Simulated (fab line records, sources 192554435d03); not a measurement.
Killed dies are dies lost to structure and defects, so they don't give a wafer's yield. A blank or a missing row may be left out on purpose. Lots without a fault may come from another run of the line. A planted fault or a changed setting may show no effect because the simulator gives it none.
One fault seen from 3 desks | flow n5_finfet | each desk has only its own numbers; what lay behind them comes last

THE TOOL OWNER'S DESK: ald_sin-01
The tool's own readings at N5_DUMMY_GATE_ALD_02 (deposits SiO2, target thk 2 nm, pulse time 1 s): means of the sampled wafers that have a number, for each lot that ran on this tool. A lot is out of limits, marked OUT, if its mean lies more than 4 standard deviations from the usual mean; the brackets give that distance.
Columns: A = heater_power_w at N5_DUMMY_GATE_ALD_02, usual 478 W; B = precursor_pulse_height_rel at N5_DUMMY_GATE_ALD_02, usual 1.001; C = susceptor_temp_C at N5_DUMMY_GATE_ALD_02, usual 300.01 C
lot  | first seen here | A   | B     | C
L895 | day 4 14:38     | 451 | 1.022 | 300.01
L896 | day 4 20:46     | 482 | 0.984 | 300.06
L897 | day 5 04:31     | 485 | 0.998 | 299.96
L898 | day 5 09:43     | 441 | 0.983 | 296.25 (-20) OUT
L901 | day 6 00:44     | 462 | 1.006 | 296.18 (-20) OUT
This desk's finding: out of limits on L898, L901; first on L898, day 5 09:43 (susceptor_temp_C at N5_DUMMY_GATE_ALD_02). In limits: L895, L896, L897.

THE METROLOGY DESK
What the gauges read, lot by lot, whatever tool the lot ran on: means of the sampled wafers that have a number. A lot is out of limits, marked OUT, if its mean lies more than 4 standard deviations from the usual mean; the brackets give that distance. Of its 10 readings 7 are shown: those that lie furthest out on some lot.
Columns: A = DIBL_N at N5_BEOL_M4_RC_MEAS_101, usual 35.8 mV/V; B = DIBL_P at N5_BEOL_M4_RC_MEAS_101, usual 36.0 mV/V; C = IOFF_N at N5_BEOL_M4_RC_MEAS_101, usual 0.153 nA/um; D = IOFF_P at N5_BEOL_M4_RC_MEAS_101, usual 0.21 nA/um; E = ION_P at N5_BEOL_M4_RC_MEAS_101, usual 462 uA/um; F = VT_N at N5_BEOL_M4_RC_MEAS_101, usual 250 mV; G = VT_P at N5_BEOL_M4_RC_MEAS_101, usual -250 mV
lot  | first seen here | A    | B    | C     | D    | E   | F   | G
L887 | day 8 01:25     | 36.2 | 37.2 | 0.171 | 0.23 | 472 | 248 | -248
L893 | day 9 15:37     | 35.9 | 36.9 | 0.168 | 0.22 | 465 | 250 | -250
L895 | day 9 19:12     | 34.9 | 33.8 | 0.123 | 0.17 | 453 | 255 | -253
L896 | day 10 08:57    | 35.6 | 36.2 | 0.152 | 0.20 | 466 | 248 | -250
L897 | day 11 00:27    | 35.9 | 37.3 | 0.174 | 0.26 | 470 | 248 | -245
L899 | day 11 00:41    | 34.6 | 34.1 | 0.131 | 0.19 | 457 | 253 | -250
L898 | day 11 05:25    | 36.1 | 37.6 | 0.169 | 0.21 | 456 | 249 | -251
L901 | day 11 09:40    | 36.9 | 37.2 | 0.169 | 0.23 | 467 | 248 | -247
L908 | day 13 14:24    | 38.0 | 38.7 | 0.160 | 0.22 | 462 | 250 | -250
L910 | day 13 18:08    | 36.0 | 34.2 | 0.147 | 0.19 | 457 | 250 | -252
This desk's finding: nothing out of limits on any of the 10 lots.

THE DEFECT DESK
What the inspections along the route counted, lot by lot: means of the sampled wafers that have a number. A lot is out of limits, marked OUT, if its mean lies more than 4 standard deviations from the usual mean; the brackets give that distance.
Columns: A = raw_defect_count at N5_STI_FIN_REVEAL_INSPECT_13, usual 11
lot  | first seen here | A
L887 | day 2 14:08     | 12
L893 | day 4 04:54     | 9
L895 | day 4 14:32     | 14
L896 | day 4 20:20     | 11
L897 | day 5 01:46     | 11
L898 | day 5 09:13     | 18
L899 | day 5 13:50     | 11
L901 | day 6 00:39     | 12
L908 | day 7 19:17     | 15
L910 | day 8 08:01     | 6
This desk's finding: nothing out of limits on any of the 10 lots.

PUT TOGETHER
The tool owner's desk could have raised an alarm at day 5 09:43, on L898, L901.
The metrology desk saw nothing out of limits.
The defect desk saw nothing out of limits.
The metrology desk has L898, L901 on record, within its limits.
The defect desk has L898, L901 on record, within its limits.
Of the lots named, all ran N5_DUMMY_GATE_ALD_02 on ald_sin-01.

WHAT THE SIMULATOR HAD PUT IN
Process parameter drift: ald_sin-01, from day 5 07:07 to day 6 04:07, at N5_DUMMY_GATE_ALD_02. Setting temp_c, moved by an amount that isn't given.
Lots struck among those shown: L898, L901.
Hours from the fault's start to each desk's first reading out of limits: the tool owner's desk, 3.
